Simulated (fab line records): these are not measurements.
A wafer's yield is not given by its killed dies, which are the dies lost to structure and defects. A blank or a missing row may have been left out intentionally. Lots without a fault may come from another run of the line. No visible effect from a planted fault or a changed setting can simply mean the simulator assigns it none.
The tool behind it: which one? | flow nandHarc | 24 lots, 72 wafers sampled, at 2 steps of a route of 1302

## WHAT EACH GAUGE READ, for each wafer
NHARC_P_GATE_CD_MEAS_11: the cd target is 1640 nm.
lot  | measured     | on       | cdNm (nm)
L074 | day 4 15:02  | cdSem-02 | 1643.4 1642.5 1640.5
L075 | day 4 15:05  | cdSem-01 | 1640.5 1633.4 1635.1
L076 | day 5 03:35  | cdSem-01 | 1640.3 1634.7 1637.1
L077 | day 5 11:46  | cdSem-01 | 1638.0 1639.8 1636.6
L078 | day 5 23:15  | cdSem-01 | 1641.4 1641.2 1640.4
L079 | day 6 12:51  | cdSem-02 | 1635.8 1636.1 1638.9
L080 | day 6 17:05  | cdSem-02 | 1640.5 1638.5 1644.1
L081 | day 7 04:05  | cdSem-01 | 1637.2 1638.7 1641.1
L082 | day 7 18:48  | cdSem-03 | 1642.6 1641.2 1640.4
L083 | day 7 23:07  | cdSem-01 | 1645.7 1638.9 1641.8
L084 | day 8 11:45  | cdSem-01 | 1646.0 1639.1 1641.7
L085 | day 9 00:18  | cdSem-01 | 1637.3 1638.5 1642.5
L086 | day 9 13:11  | cdSem-01 | 1639.8 1638.1 1639.9
L087 | day 9 13:21  | cdSem-01 | 1640.4 1638.9 1638.7
L089 | day 10 10:29 | cdSem-03 | 1642.4 1637.4 1638.5
L088 | day 10 10:38 | cdSem-01 | 1641.7 1642.6 1642.1
L090 | day 10 23:19 | cdSem-03 | 1642.0 1637.5 1637.9
L091 | day 11 07:50 | cdSem-02 | 1637.6 1640.6 1643.4
L092 | day 11 18:46 | cdSem-03 | 1641.6 1643.0 1642.2
L093 | day 12 05:42 | cdSem-01 | 1641.1 1640.0 1639.1
L094 | day 12 20:09 | cdSem-03 | 1639.6 1638.2 1639.9
L095 | day 13 00:40 | cdSem-03 | 1640.3 1639.9 1639.5
L096 | day 13 14:08 | cdSem-03 | 1641.1 1640.9 1640.2
L097 | day 13 22:45 | cdSem-03 | 1641.3 1635.7 1638.2

NHARC_P_GATE_OVL_MEAS_27.
lot  | measured     | on         | overlayXNm (nm) | overlayYNm (nm)
L074 | day 5 05:44  | overlay-02 | -0.8 -0.9 -0.6  | 0.3 0.1 0.7
L075 | day 5 05:26  | overlay-02 | -1.9 -1.2 -1.6  | 0.4 0.3 0.6
L076 | day 5 21:18  | overlay-01 | -1.9 -1.3 -1.5  | 0.5 1.0 1.2
L077 | day 6 04:24  | overlay-02 | 0.4 0.1 0.0     | -0.8 -0.5 -1.1
L078 | day 6 13:22  | overlay-02 | -0.4 -0.4 0.3   | -0.5 -0.4 -0.4
L079 | day 7 03:15  | overlay-01 | -1.1 -1.3 -0.9  | 0.0 0.3 0.2
L080 | day 7 07:44  | overlay-01 | 0.2 -0.1 0.1    | -0.7 -0.2 -0.1
L081 | day 7 19:00  | overlay-02 | 0.2 -0.4 -0.5   | -0.7 -1.1 -1.1
L082 | day 8 09:09  | overlay-01 | -0.8 -0.9 -1.0  | -0.1 0.0 -0.6
L083 | day 8 16:23  | overlay-01 | 0.0 -0.1 0.2    | 0.5 0.4 0.2
L084 | day 9 06:15  | overlay-01 | 0.3 0.2 0.6     | -0.4 -0.6 -0.3
L085 | day 9 14:23  | overlay-02 | -0.4 -0.8 0.0   | -1.3 -1.4 -1.4
L086 | day 10 10:58 | overlay-01 | 1.3 0.6 1.3     | 1.9 1.9 1.6
L087 | day 10 10:20 | overlay-02 | -1.1 -1.2 -0.7  | -0.4 -0.3 -1.3
L089 | day 11 00:40 | overlay-01 | 0.2 -0.2 0.0    | -0.7 -0.2 -0.6
L088 | day 11 00:29 | overlay-02 | -0.4 0.3 0.0    | 0.5 1.1 0.9
L090 | day 11 15:50 | overlay-02 | 0.2 -0.2 0.3    | -0.5 -1.5 -1.5
L091 | day 11 23:34 | overlay-01 | 0.4 0.9 0.2     | 0.2 0.9 -0.3
L092 | day 12 09:44 | overlay-01 | -0.7 -0.5 0.1   | 0.5 0.6 0.9
L093 | day 12 19:44 | overlay-01 | -0.7 -0.4 -0.8  | -0.4 -0.7 -0.9
L094 | day 13 10:37 | overlay-01 | -0.1 -0.1 -0.9  | -2.3 -2.7 -1.6
L095 | day 13 14:53 | overlay-01 | 0.2 0.5 0.1     | -0.9 -0.1 -0.4
L096 | day 14 05:50 | overlay-02 | 0.2 -0.3 0.1    | 0.5 0.6 -0.1
L097 | day 14 12:51 | overlay-02 | -0.4 -0.3 -0.5  | -0.1 0.4 0.1

## EACH LOT AND THE TOOL THAT RAN IT (in order: tool; ch and the chambers of the sampled wafers; start)
Record: no process step prior to these readings.

## AS READ BY THE TOOLS THEMSELVES (means over the sampled wafers that have a number; for cases with no such wafer, the mark the record gives instead)
The record holds no such reading with a usual standard deviation.

## THE ANSWER, worked out from the rows above alone
Rule: usual is defined by the lots themselves. Put in order of their means at a reading, lots are off if they are a third of the lots or fewer, leave a main group of 4 or more, and stand apart from it by a gap of 3 or more times the standard deviation of the main group's means; of several such gaps the widest counts. A main group is skipped when, at the precision printed for the reading in the tables above, its means are all equal. Also off: a lot with no number at a reading for which 4 or more lots have one. Any other lot the step has rows for is counted as sound. After the gauges, taken in route order, come the tools' own readings; for these a lot's mean is taken, as printed above. The first step at which some lot is off is used, and at that step the reading that is off furthest; a lot without a number counts as furthest.
Across all readings shown, no lot is off: no conclusion can be drawn from this.

## WHAT HAD BEEN PUT IN BY THE SIMULATOR
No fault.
